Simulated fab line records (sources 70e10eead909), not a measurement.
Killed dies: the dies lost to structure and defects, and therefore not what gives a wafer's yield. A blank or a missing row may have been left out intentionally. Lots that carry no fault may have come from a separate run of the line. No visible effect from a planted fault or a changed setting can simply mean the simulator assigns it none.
Matching of chambers / flow nandHarc / NHARC_P_M2_DESCUM_14 on rieDiel-01 has 4 sister chambers
The step chemistry O2, time 3 s. 8 wafers are shown with their chamber, then 10 later ones without.

== WAFERS, EACH WITH ITS CHAMBER ==
wafer=L074.6; chamber=3; drypumpMotorCurrentA (A)=6.1; rfVppV (V)=57.4
wafer=L080.5; chamber=3; drypumpMotorCurrentA (A)=6.0; rfVppV (V)=58.0
wafer=L080.6; chamber=0; drypumpMotorCurrentA (A)=5.1; rfVppV (V)=57.6
wafer=L082.1; chamber=2; drypumpMotorCurrentA (A)=4.8; rfVppV (V)=58.3
wafer=L082.2; chamber=1; drypumpMotorCurrentA (A)=6.2; rfVppV (V)=57.2
wafer=L082.4; chamber=0; drypumpMotorCurrentA (A)=5.1; rfVppV (V)=57.4
wafer=L083.1; chamber=2; drypumpMotorCurrentA (A)=4.8; rfVppV (V)=59.5
wafer=L083.2; chamber=1; drypumpMotorCurrentA (A)=6.2; rfVppV (V)=57.9

== WAFERS MISSING THEIR CHAMBER ==
wafer=L083.3; drypumpMotorCurrentA (A)=6.1; rfVppV (V)=58.0
wafer=L094.1; drypumpMotorCurrentA (A)=5.1; rfVppV (V)=57.1
wafer=L094.2; drypumpMotorCurrentA (A)=6.2; rfVppV (V)=57.0
wafer=L094.5; drypumpMotorCurrentA (A)=5.1; rfVppV (V)=59.0
wafer=L096.1; drypumpMotorCurrentA (A)=4.8; rfVppV (V)=58.7
wafer=L096.2; drypumpMotorCurrentA (A)=5.0; rfVppV (V)=57.6
wafer=L096.6; drypumpMotorCurrentA (A)=4.8; rfVppV (V)=60.0
wafer=L097.2; drypumpMotorCurrentA (A)=6.1; rfVppV (V)=57.3
wafer=L097.5; drypumpMotorCurrentA (A)=5.1; rfVppV (V)=57.7
wafer=L097.6; drypumpMotorCurrentA (A)=6.2; rfVppV (V)=58.2

== WHICH CHAMBER EACH WENT THROUGH ==
wafer=L083.3; from the rows above=can't be placed: 3 or 1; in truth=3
wafer=L094.1; from the rows above=0; in truth=0
wafer=L094.2; from the rows above=1; in truth=1
wafer=L094.5; from the rows above=0; in truth=0
wafer=L096.1; from the rows above=2; in truth=2
wafer=L096.2; from the rows above=0; in truth=0
wafer=L096.6; from the rows above=2; in truth=2
wafer=L097.2; from the rows above=can't be placed: 3 or 1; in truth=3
wafer=L097.5; from the rows above=0; in truth=0
wafer=L097.6; from the rows above=1; in truth=1
Correct placement for 8 of the 10. Unplaceable from these rows: 2, with the true chamber sitting among the candidates in 2. 0 placed wrongly.
How it was worked out, from the rows above alone: a wafer's distance from a chamber is the root of the sum, over the readings, of the square of ((its reading less the chamber's mean) divided by the reading's scatter). If the next closest chamber is less than 2 further off than the closest, the wafer can't be placed; otherwise it belongs to the closest. Each chamber's mean is taken over the wafers shown for it. The scatter is the square root of a quotient: the sum, over the shown wafers, of each reading's squared deviation from its chamber's mean, divided by wafers minus chambers.
